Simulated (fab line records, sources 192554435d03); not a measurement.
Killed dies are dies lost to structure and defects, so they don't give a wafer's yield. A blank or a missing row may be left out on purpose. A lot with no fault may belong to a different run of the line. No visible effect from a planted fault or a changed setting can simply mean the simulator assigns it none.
The tool behind it: which one? | flow n5Finfet | Sampling: 10 lots, 27 wafers, 3 of 1938 route steps

WHAT THE GAUGES READ, wafer by wafer
N5_SD_ACTIVATION_RS_MEAS_03: the measuring method here is four-point-probe.
lot  | measured    | on           | RS_SD_P (ohm/sq)
L782 | day 3 14:59 | filmMetro-02 | 56.6 55.0 56.8
L783 | day 3 20:37 | filmMetro-01 | 56.2 57.0 55.4
L785 | day 4 10:45 | filmMetro-01 | 56.2 56.4 55.8
L787 | day 5 02:16 | filmMetro-01 | 55.7 56.2
L788 | day 5 09:42 | filmMetro-01 | 55.3 56.3 56.5
L790 | day 5 20:32 | filmMetro-02 | 56.5 56.4 57.4
L791 | day 6 05:12 | filmMetro-01 | 57.1 55.0 56.6
L799 | day 7 21:31 | filmMetro-01 | 55.3 54.8
L800 | day 8 03:52 | filmMetro-01 | 55.2 55.2
L802 | day 8 20:29 | filmMetro-01 | 55.9 56.3 56.3

WHICH TOOL RAN EACH LOT (tool, then ch and the chambers of the sampled wafers, then the start)
lot  | N5_DUMMY_GATE_ETCH_32          | N5_SD_EPI_N_EPI_21
L782 | rieSi-04 ch 1,3, day 3 04:52   | epiRpcvd-01 ch 0, day 3 08:12
L783 | rieSi-05 ch 1,2, day 3 10:08   | epiRpcvd-01 ch 0, day 3 13:40
L785 | rieSi-06 ch 0,1, day 3 22:25   | epiRpcvd-01 ch 0, day 4 03:38
L787 | rieSi-06 ch 1, day 4 14:48     | epiRpcvd-03 ch 0, day 4 18:53
L788 | rieSi-06 ch 0,3, day 4 18:34   | epiRpcvd-02 ch 0, day 5 01:26
L790 | rieSi-04 ch 1,3, day 5 10:09   | epiRpcvd-02 ch 0, day 5 13:25
L791 | rieSi-06 ch 0,1,2, day 5 18:44 | epiRpcvd-01 ch 0, day 5 22:05
L799 | rieSi-04 ch 1,2, day 7 10:10   | epiRpcvd-01 ch 0, day 7 14:37
L800 | rieSi-05 ch 1,3, day 7 16:15   | epiRpcvd-01 ch 0, day 7 20:22
L802 | rieSi-06 ch 1,2,3, day 8 08:55 | epiRpcvd-02 ch 0, day 8 13:31
- N5_DUMMY_GATE_ETCH_32: etches SiO2 in CF4, target depth 3.5 nm, time 3.9 s.
- N5_SD_EPI_N_EPI_21: deposits Si:P, time 690 s.

THE ANSWER, worked out from the rows above alone
Rule: what is usual is taken from the lots themselves. The widest of any qualifying gaps counts: lots, ordered by their means at a reading, are off when they make up no more than a third of the lots, leave a main group of 4 or more, and stand apart from it by 3 or more times the standard deviation of that group's means. A main group is skipped when, at the precision printed for the reading in the tables above, its means are all equal. Also off: a lot with no number at a reading for which 4 or more lots have one. All remaining lots with rows at the step are treated as sound.
Off: L799, L800, at N5_SD_ACTIVATION_RS_MEAS_03 (RS_SD_P). Mean 56.2 ohm/sq and standard deviation 0.23 in the main group.
If a tool, at a process step before that reading, ran all the lots that are off and no sound lot after the first of them, it fits. Gauges at N5_SD_ACTIVATION_RS_MEAS_03: tried the same way as those tools. One candidate fits, namely epiRpcvd-01 at N5_SD_EPI_N_EPI_21. Its last sound lot is L791 (day 5 22:05), its first lot that is off L799 (day 7 14:37): a fault that began between those two fits.

WHAT THE SIMULATOR PUT IN
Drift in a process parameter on epiRpcvd-01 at N5_SD_EPI_N_EPI_21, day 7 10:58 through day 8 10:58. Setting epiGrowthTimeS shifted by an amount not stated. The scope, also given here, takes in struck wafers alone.
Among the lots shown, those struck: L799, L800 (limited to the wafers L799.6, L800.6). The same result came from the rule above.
